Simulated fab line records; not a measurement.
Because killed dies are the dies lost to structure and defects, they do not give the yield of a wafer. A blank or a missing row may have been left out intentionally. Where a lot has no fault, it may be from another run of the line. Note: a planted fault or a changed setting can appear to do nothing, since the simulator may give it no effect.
fab line records	flow n5_finfet	part 1 of 2: steps 1 to 4 of 6
record lots=24	wafers=72	last_day=17
route steps=1938 shown BEOL_M12@1643 BEOL_M13@1659
lots with no fault: from the same line, run without faults
start_h: start of the lot's first displayed wafer, in hours after the record's first day	wait_h: how many hours have passed since the lot's step before this one	" unchanged from the row above	L1.1+2: a row that stands for several wafers	- either no value or no given start	* or withheld: withheld	< > ~ a bound
route shown NAME@n: a module of which the file shows steps, and the number in the route of the first	usual: mean/standard deviation taken from wafers without a fault	same: alike in all rows	chamber/n: place in a boat	sites: readings site by site	_std_site: standard deviation of those values	_edge_site: outer sites' mean less inner sites'	radius_mm: for every site, how far away it sits from the centre of the wafer	mask NAME#n: copy n	behind: the last tool/chamber to shape the wafer	hold: why the lot was held/for how many hours/how that ended	device: the n, p or np transistor that did not switch	end of line: the same wafers' tests at the end of the route	a step with no rows: only its recipe	killed: count of dies lost to structure and defects at first sort (not the wafer's yield)	map: per-die view of a wafer (x killed, . not killed, _ where there is no die)
set.NAME: the setting that was run; set.NAME@STEP: the one run at that earlier step	model.NAME: the simulator's own value behind a step, which no gauge read
steps of the route over a sample of lots; a table a step, a row a wafer
services: when a tool's chamber went out of use (start_h, in hours from the record's first day, below 0 if earlier), for how many hours, and the reason
## steps
# step N5_BEOL_M12_ETCH_38
# recipe chemistry=CF4/N2	target=SiCN	target_depth_a=687	taper_deg=2	time_s=73.4	ion_energy_ev=150	mask_material=SiO2	pressure_mtorr=40	source_w=430	bias_w=70	Ar_flow_sccm=100	cf4_flow_sccm=60	n2_flow_sccm=60
# usual drypump_motor_current_A=5.6/0.54	mfc_ar_sccm=100.0/0.3	oes_product_au=0.80/0.066	rf_vpp_V=382.8/1.9	showerhead_plenum_p_Torr=2.23/0.065	throttle_valve_pct=15.40/0.21
lot.wafer	tool	chamber	start_h	wait_h	drypump_motor_current_A	mfc_ar_sccm	oes_product_au	rf_hours_counter_h	rf_vpp_V	showerhead_plenum_p_Torr	throttle_valve_pct
L075.2	rie_diel-04	0	235.56	-	5.8	100.3	0.92	20	383.1	2.16	15.26
L075.3	"	1	"	"	6.6	99.9	0.72	195	385.2	2.28	15.77
L075.5	"	0	"	"	5.8	100.1	0.93	-	381.0	2.16	15.28
L076.2	rie_diel-02	3	236.77	-	4.7	100.4	0.72	217	382.3	2.18	15.55
L076.4	"	0	"	"	6.2	100.3	0.91	-	386.5	2.34	15.19
L076.5	"	3	"	"	4.7	99.9	0.72	-	381.0	2.18	15.55
L074.4	rie_diel-02	1	240.12	-	4.9	99.8	0.80	-	383.4	2.22	15.27
L074.5	"	0	"	"	6.2	100.0	0.91	-	384.1	2.34	15.19
L074.6	"	3	"	"	4.7	99.5	0.71	-	382.7	2.18	15.57
L077.1	rie_diel-04	1	247.70	-	6.6	99.7	0.71	198	384.7	2.28	15.79
L077.2	"	3	"	"	5.4	99.8	0.83	81	384.6	2.32	15.28
L077.6	"	3	"	"	5.4	100.3	0.83	-	385.9	2.32	15.27
L078.1	rie_diel-03	3	255.73	-	4.9	100.1	0.72	208	381.3	2.18	15.61
L078.3	"	1	"	"	5.7	100.3	0.86	50	381.9	2.25	15.20
L078.6	"	3	"	"	4.9	99.8	0.72	-	383.0	2.18	15.61
L079.1	rie_diel-04	3	261.39	-	5.4	100.1	0.82	87	386.0	2.32	15.30
L079.2	"	0	"	"	5.8	100.3	0.91	30	379.9	2.16	15.28
L079.5	"	0	"	"	5.8	100.2	0.91	-	380.8	2.16	15.27
L083.3	rie_diel-02	3	276.35	-	4.7	99.8	0.71	232	381.5	2.18	15.57
L083.4	"	1	"	"	4.9	99.5	0.78	121	381.4	2.21	15.28
L083.5	"	2	"	"	5.5	99.8	0.86	-	381.0	2.16	15.21
L081.3	rie_diel-03	1	277.17	-	5.7	100.6	0.86	57	384.7	2.24	15.19
L081.5	"	0	"	"	6.0	99.3	0.81	-	385.2	2.31	15.37
L081.6	"	1	"	"	5.7	100.2	0.86	-	383.2	2.25	15.19
L082.1	rie_diel-02	3	282.95	-	4.7	100.3	0.71	234	383.4	2.18	15.58
L082.4	"	1	"	"	4.9	100.4	0.77	122	382.3	2.21	15.31
L082.5	"	0	"	"	6.2	99.7	0.87	-	385.2	2.33	15.21
L080.1	rie_diel-03	0	291.55	-	6.0	100.0	0.82	110	385.1	2.30	15.36
L080.5	"	2	"	"	5.4	100.0	0.88	-	380.3	2.15	15.12
L080.6	"	1	"	"	5.7	100.1	0.84	-	383.4	2.24	15.21
L084.1	rie_diel-03	2	298.40	-	5.4	99.9	0.86	44	381.0	2.15	15.13
L084.2	"	1	"	"	5.7	100.2	0.84	65	384.0	2.24	15.21
L084.6	"	1	"	"	5.7	99.9	0.83	-	382.9	2.24	15.21
L085.3	rie_diel-03	2	298.50	-	5.4	100.5	0.87	44	380.1	2.15	15.13
L085.4	"	1	"	"	5.7	100.1	0.84	65	384.4	2.24	15.22
L085.5	"	0	"	"	6.0	100.1	0.81	-	385.0	2.30	15.37
L087.1	rie_diel-02	2	302.48	-	5.5	100.2	0.85	57	379.4	2.16	15.23
L087.2	"	0	"	"	6.2	99.9	0.86	52	384.9	2.33	15.23
L087.3	"	1	"	"	4.9	99.9	0.78	130	381.6	2.21	15.32
L086.1	rie_diel-04	3	308.10	-	5.4	100.1	0.80	105	385.1	2.31	15.33
L086.2	"	2	"	"	5.7	99.9	0.76	144	381.6	2.21	15.58
L086.5	"	3	"	"	5.4	99.8	0.80	-	384.5	2.31	15.33
L088.1	rie_diel-02	2	315.74	-	5.5	99.9	0.84	63	381.6	2.15	15.24
L088.2	"	1	"	"	4.9	100.5	0.76	137	382.3	2.21	15.32
L088.6	"	2	"	"	5.5	100.2	0.83	-	380.2	2.15	15.23
L091.1	rie_diel-04	1	330.58	-	6.6	99.7	0.69	226	383.5	2.27	15.83
L091.2	"	2	"	"	5.7	100.0	0.76	151	382.3	2.20	15.60
L091.3	"	3	"	"	5.4	99.9	0.79	112	384.2	2.31	15.33
L089.1	rie_diel-03	1	337.58	-	5.7	99.7	0.83	81	382.3	2.24	15.27
L089.2	"	0	"	"	6.0	100.2	0.79	129	384.1	2.30	15.41
L089.4	"	2	"	"	5.4	100.1	0.86	60	379.4	2.15	15.16
L090.3	rie_diel-03	1	338.10	-	5.7	99.7	0.82	81	382.4	2.24	15.23
L090.5	"	2	"	"	5.4	100.6	0.85	-	380.6	2.15	15.16
L090.6	"	1	"	"	5.7	99.8	0.82	-	381.4	2.24	15.26
L093.2	rie_diel-02	0	338.80	-	6.3	100.1	0.84	69	384.6	2.33	15.26
L093.3	"	2	"	"	5.5	99.6	0.83	74	381.0	2.15	15.26
L093.4	"	0	"	"	6.3	100.2	0.85	-	386.6	2.33	15.27
L092.2	rie_diel-04	2	342.03	-	5.7	99.5	0.75	155	383.1	2.20	15.61
L092.4	"	0	"	"	5.8	99.6	0.86	-	380.6	2.15	15.35
L092.6	"	1	"	"	6.6	99.6	0.69	-	383.1	2.27	15.85
L094.4	rie_diel-03	2	350.09	-	5.4	100.1	0.84	-	383.0	2.15	15.18
L094.5	"	0	"	"	6.0	100.0	0.78	-	383.9	2.30	15.43
L094.6	"	3	"	"	4.9	100.2	0.70	-	380.5	2.17	15.68
L095.1	rie_diel-03	0	358.42	-	6.0	100.2	0.78	138	385.0	2.29	15.42
L095.4	"	3	"	"	4.9	100.1	0.69	240	381.0	2.17	15.69
L095.5	"	2	"	"	5.4	100.8	0.84	-	380.5	2.15	15.17
L096.1	rie_diel-04	0	362.51	-	5.8	99.8	0.84	69	380.3	2.15	15.37
L096.2	"	3	"	"	5.4	99.6	0.78	121	385.6	2.31	15.34
L096.5	"	1	"	"	6.6	100.0	0.69	-	384.6	2.26	15.87
L097.2	rie_diel-04	3	364.73	-	5.4	100.3	0.79	122	383.9	2.31	15.34
L097.3	"	1	"	"	6.6	99.9	0.68	239	384.2	2.26	15.86
L097.4	"	2	"	"	5.7	99.8	0.74	163	382.7	2.20	15.62
# step N5_BEOL_M12_CMP_49
# recipe stop_on=SiOC	t_overpolish_s=20.6	down_force_psi=1	platen_rpm=50	clearing_platen_down_force_psi=1.5	clearing_platen_rpm=50	post_cmp_clean=cu_alkaline	target_thk_nm=320	clearing_platen_pad_velocity_m_s=0.99484	pad_velocity_m_s=0.99484
# usual barrier_field_endpoint_s=30.4/0.63	motor_current_A=6.2/0.86	overpolish_run_s=20.601/0.0088
lot.wafer	tool	chamber	start_h	wait_h	barrier_field_endpoint_s	motor_current_A	overpolish_run_s
L075.3	cmp-01	1	237.40	0.3	30.4	8.2	20.613
L075.2	"	3	"	"	30.8	5.6	20.602
L075.5	"	1	"	"	29.7	7.3	20.593
L076.2	cmp-02	0	240.91	0.2	31.8	5.3	20.595
L076.4	"	1	"	"	30.4	5.9	20.599
L076.5	"	3	"	"	30.9	7.4	20.592
L074.4	cmp-02	0	241.52	0.2	31.3	5.5	20.597
L074.6	"	1	"	"	30.2	6.2	20.599
L074.5	"	2	"	"	30.4	5.5	20.609
L077.2	cmp-01	0	249.30	0.2	29.7	6.2	20.615
L077.1	"	2	"	"	29.9	5.5	20.598
L077.6	"	3	"	"	30.1	5.8	20.603
L078.1	cmp-01	1	257.33	0.3	29.8	7.3	20.584
L078.3	"	2	"	"	30.4	5.6	20.618
L078.6	"	2	"	"	30.5	5.6	20.593
L079.1	cmp-02	1	263.30	0.3	31.2	5.9	20.600
L079.2	"	0	"	"	31.4	5.6	20.604
L079.5	"	2	"	"	30.9	5.0	20.596
L083.4	cmp-01	0	277.75	0.2	30.3	6.5	20.589
L083.3	"	1	"	"	29.6	7.9	20.609
L083.5	"	3	"	"	29.7	5.7	20.595
L081.3	cmp-01	2	279.01	0.3	29.7	5.5	20.602
L081.5	"	3	"	"	29.7	5.9	20.597
L081.6	"	0	"	"	29.6	6.5	20.583
L082.4	cmp-02	0	284.80	0.1	30.4	5.7	20.596
L082.1	"	2	"	"	29.8	5.1	20.611
L082.5	"	1	"	"	29.7	6.0	20.605
L080.1	cmp-02	2	293.57	0.3	30.7	5.4	20.584
L080.5	"	1	"	"	30.0	6.0	20.609
L080.6	"	2	"	"	29.8	5.3	20.599
L084.2	cmp-01	3	299.63	0.2	29.9	5.6	20.597
L084.1	"	0	"	"	30.4	6.1	20.603
L084.6	"	0	"	"	29.6	6.3	20.606
L085.3	cmp-02	2	299.94	0.2	30.2	5.1	20.605
L085.4	"	0	"	"	31.3	5.5	20.606
L085.5	"	2	"	"	30.4	5.2	20.586
L087.1	cmp-01	1	303.93	0.3	30.5	7.0	20.602
L087.2	"	3	"	"	31.0	5.7	20.607
L087.3	"	0	"	"	30.4	5.9	20.614
L086.1	cmp-01	2	309.25	0.3	31.3	5.6	20.589
L086.2	"	3	"	"	31.0	5.6	20.603
L086.5	"	2	"	"	30.6	5.7	20.604
L088.2	cmp-01	1	317.22	0.2	29.8	7.9	20.593
L088.1	"	2	"	"	30.6	6.1	20.591
L088.6	"	2	"	"	30.4	5.6	20.601
L091.3	cmp-01	3	332.74	0.2	30.7	5.9	20.599
L091.2	"	0	"	"	30.6	6.5	20.602
L091.1	"	1	"	"	30.0	8.3	20.604
L089.1	cmp-01	3	339.04	0.3	31.3	5.6	20.593
L089.4	"	0	"	"	31.3	6.0	20.605
L089.2	"	2	"	"	31.0	5.6	20.590
L090.3	cmp-02	3	339.80	0.2	30.0	7.8	20.603
L090.6	"	2	"	"	31.1	5.2	20.598
L090.5	"	3	"	"	30.8	7.7	20.593
L093.3	cmp-02	1	341.21	0.2	30.3	6.1	20.602
L093.4	"	2	"	"	29.9	5.4	20.609
L093.2	"	3	"	"	30.2	7.0	20.609
L092.4	cmp-03	1	343.24	0.1	30.6	6.7	20.601
L092.2	"	0	"	"	29.4	6.4	20.594
L092.6	"	2	"	"	30.2	6.0	20.609
L094.4	cmp-01	0	351.33	0.2	31.3	6.6	20.605
L094.5	"	3	"	"	31.1	5.5	20.609
L094.6	"	0	"	"	30.7	6.3	20.594
L095.4	cmp-02	2	359.92	0.1	29.7	5.5	20.593
L095.1	"	3	"	"	29.4	7.6	20.608
L095.5	"	2	"	"	29.4	5.2	20.598
L096.1	cmp-01	1	365.05	0.3	29.3	8.1	20.589
L096.2	"	2	"	"	30.1	5.5	20.608
L096.5	"	3	"	"	30.4	5.8	20.607
L097.3	cmp-02	3	366.33	0.2	30.6	7.4	20.588
L097.4	"	0	"	"	30.7	5.5	20.616
L097.2	"	1	"	"	30.7	5.6	20.617
# step N5_BEOL_M12_DEP_53
# recipe material=SiCN	target_thk_a=300	temp_c=withheld	precursor=3MS/NH3	pressure_torr=3	rf_w=675	time_s=10.5
# usual showerhead_plenum_p_Torr=4.157/0.017	showerhead_vpp_V=1623/58	throttle_valve_pct=18.4/0.99
lot.wafer	tool	chamber	start_h	wait_h	showerhead_plenum_p_Torr	showerhead_vpp_V	throttle_valve_pct
L075.2	pecvd-03	0	237.76	0.0	4.176	1583	17.9
L075.3	"	2	"	"	4.181	1684	17.4
L075.5	"	2	"	"	4.170	1675	17.3
L076.2	pecvd-04	2	241.23	0.0	4.181	1592	17.6
L076.4	"	2	"	"	4.173	1584	17.8
L076.5	"	0	"	"	4.157	1700	18.7
L074.4	pecvd-03	2	241.78	0.0	4.175	1679	17.2
L074.5	"	0	"	"	4.169	1618	18.0
L074.6	"	1	"	"	4.159	1566	20.7
L077.1	pecvd-04	2	249.62	0.0	4.183	1581	17.4
L077.2	"	1	"	"	4.139	1628	18.3
L077.6	"	0	"	"	4.158	1693	18.6
L078.1	pecvd-01	1	257.69	0.0	4.159	1533	17.4
L078.3	"	0	"	"	4.119	1767	18.4
L078.6	"	2	"	"	4.147	1624	17.9
L079.1	pecvd-01	0	263.66	0.0	4.125	1759	18.4
L079.2	"	2	"	"	4.136	1615	18.2
L079.5	"	1	"	"	4.174	1542	17.6
L083.3	pecvd-04	0	278.03	0.0	4.155	1704	18.6
L083.4	"	0	"	"	4.154	1671	19.0
L083.5	"	1	"	"	4.136	1633	18.4
L081.3	pecvd-01	0	279.25	0.0	4.141	1746	18.2
L081.5	"	2	"	"	4.164	1632	18.0
L081.6	"	0	"	"	4.119	1753	18.4
L082.1	pecvd-03	1	285.16	0.0	4.162	1592	20.8
L082.4	"	1	"	"	4.155	1583	20.7
L082.5	"	0	"	"	4.159	1614	18.0
L080.1	pecvd-04	0	293.89	0.0	4.151	1691	19.1
L080.5	"	2	"	"	4.173	1571	17.6
L080.6	"	0	"	"	4.153	1676	18.7
L084.1	pecvd-03	2	299.99	0.0	4.176	1653	17.6
L084.2	"	0	"	"	4.160	1591	18.2
L084.6	"	1	"	"	4.163	1595	20.7
L085.3	pecvd-03	0	300.26	0.0	4.158	1631	18.0
L085.4	"	1	"	"	4.160	1593	20.9
L085.5	"	0	"	"	4.158	1614	18.1
L087.1	pecvd-04	2	304.29	0.0	4.179	1570	18.0
L087.2	"	1	"	"	4.141	1593	17.9
L087.3	"	0	"	"	4.163	1702	18.8
L086.1	pecvd-04	2	309.56	0.0	4.188	1568	18.0
L086.2	"	1	"	"	4.148	1603	18.0
L086.5	"	1	"	"	4.137	1628	18.0
L088.1	pecvd-04	0	317.58	0.0	4.158	1693	19.0
L088.2	"	1	"	"	4.129	1580	18.5
L088.6	"	0	"	"	4.144	1685	18.8
L091.1	pecvd-04	2	333.10	0.0	4.173	1547	17.8
L091.2	"	1	"	"	4.123	1597	18.2
L091.3	"	0	"	"	4.165	1675	18.5
L089.1	pecvd-04	2	339.40	0.0	4.164	1590	18.0
L089.2	"	1	"	"	4.123	1609	18.1
L089.4	"	0	"	"	4.161	1702	18.8
L090.3	pecvd-03	2	340.12	0.0	4.186	1656	17.6
L090.5	"	2	"	"	4.172	1636	17.4
L090.6	"	0	"	"	4.172	1643	17.8
L093.2	pecvd-04	0	341.53	0.0	4.153	1717	19.0
L093.3	"	1	"	"	4.139	1615	18.3
L093.4	"	1	"	"	4.126	1641	18.1
L092.2	pecvd-03	0	343.59	0.0	4.163	1603	18.0
L092.4	"	1	"	"	4.160	1562	21.0
L092.6	"	2	"	"	4.169	1640	17.6
L094.4	pecvd-04	1	351.67	0.0	4.137	1578	18.3
L094.5	"	2	"	"	4.179	1570	17.9
L094.6	"	0	"	"	4.158	1696	18.7
L095.1	pecvd-03	1	360.28	0.0	4.168	1590	20.9
L095.4	"	0	"	"	4.169	1595	17.9
L095.5	"	2	"	"	4.169	1656	17.6
L096.1	pecvd-01	0	365.33	0.0	4.125	1772	18.2
L096.2	"	2	"	"	4.140	1610	18.2
L096.5	"	2	"	"	4.142	1606	18.0
L097.2	pecvd-04	0	366.66	0.0	4.160	1665	18.6
L097.3	"	0	"	"	4.145	1670	19.1
L097.4	"	1	"	"	4.126	1628	17.9
# step N5_BEOL_M12_RS_MEAS_54
# recipe thk_meas_gauge=four-point-probe	reads=Cu_of_BEOL_M12_ECD_47+Ta_of_BEOL_M12_SPUTTER_44+TaN_of_BEOL_M12_SPUTTER_43
# usual M12_RS=0.0606/0.00072
lot.wafer	tool	chamber	start_h	wait_h	M12_RS[ohm/sq]
L075.2	film_metro-01	-	237.82	0.0	0.0613
L075.3	"	-	"	"	0.0617
L075.5	"	-	"	"	0.0621
L076.2	film_metro-02	-	241.29	0.0	0.0602
L076.4	"	-	"	"	0.0606
L076.5	"	-	"	"	0.0618
L074.4	film_metro-02	-	241.83	0.0	0.0608
L074.5	"	-	"	"	0.0610
L074.6	"	-	"	"	0.0600
L077.1	film_metro-01	-	249.68	0.0	0.0603
L077.2	"	-	"	"	0.0605
L077.6	"	-	"	"	0.0606
L078.1	film_metro-01	-	257.75	0.0	0.0608
L078.3	"	-	"	"	0.0598
L078.6	"	-	"	"	0.0616
L079.1	film_metro-02	-	263.72	0.0	0.0600
L079.2	"	-	"	"	0.0611
L079.5	"	-	"	"	0.0607
L083.3	film_metro-02	-	278.09	0.0	0.0606
L083.4	"	-	"	"	0.0600
L083.5	"	-	"	"	0.0593
L081.3	film_metro-02	-	279.31	0.0	0.0613
L081.5	"	-	"	"	0.0608
L081.6	"	-	"	"	0.0607
L082.1	film_metro-02	-	285.24	0.1	0.0599
L082.4	"	-	"	"	0.0600
L082.5	"	-	"	"	0.0592
L080.1	film_metro-02	-	293.95	0.0	0.0604
L080.5	"	-	"	"	0.0594
L080.6	"	-	"	"	0.0594
L084.1	film_metro-02	-	300.05	0.0	0.0596
L084.2	"	-	"	"	0.0598
L084.6	"	-	"	"	0.0599
L085.3	film_metro-01	-	300.33	0.0	0.0602
L085.4	"	-	"	"	0.0606
L085.5	"	-	"	"	0.0606
L087.1	film_metro-02	-	304.35	0.0	0.0603
L087.2	"	-	"	"	0.0598
L087.3	"	-	"	"	0.0607
L086.1	film_metro-01	-	309.64	0.1	0.0604
L086.2	"	-	"	"	0.0607
L086.5	"	-	"	"	0.0601
L088.1	film_metro-02	-	317.64	0.0	0.0609
L088.2	"	-	"	"	0.0607
L088.6	"	-	"	"	0.0601
L091.1	film_metro-02	-	333.16	0.0	0.0598
L091.2	"	-	"	"	0.0598
L091.3	"	-	"	"	0.0610
L089.1	film_metro-02	-	339.47	0.1	0.0606
L089.2	"	-	"	"	0.0602
L089.4	"	-	"	"	0.0611
L090.3	film_metro-01	-	340.18	0.0	0.0613
L090.5	"	-	"	"	0.0613
L090.6	"	-	"	"	0.0617
L093.2	film_metro-02	-	341.59	0.0	0.0603
L093.3	"	-	"	"	0.0605
L093.4	"	-	"	"	0.0605
L092.2	film_metro-02	-	343.66	0.0	0.0599
L092.4	"	-	"	"	0.0603
L092.6	"	-	"	"	0.0601
L094.4	film_metro-02	-	351.72	0.0	0.0603
L094.5	"	-	"	"	0.0604
L094.6	"	-	"	"	0.0622
L095.1	film_metro-01	-	360.34	0.0	0.0610
L095.4	"	-	"	"	0.0609
L095.5	"	-	"	"	0.0612
L096.1	film_metro-01	-	365.39	0.0	0.0601
L096.2	"	-	"	"	0.0604
L096.5	"	-	"	"	0.0590
L097.2	film_metro-01	-	366.74	0.1	0.0612
L097.3	"	-	"	"	0.0626
L097.4	"	-	"	"	0.0612
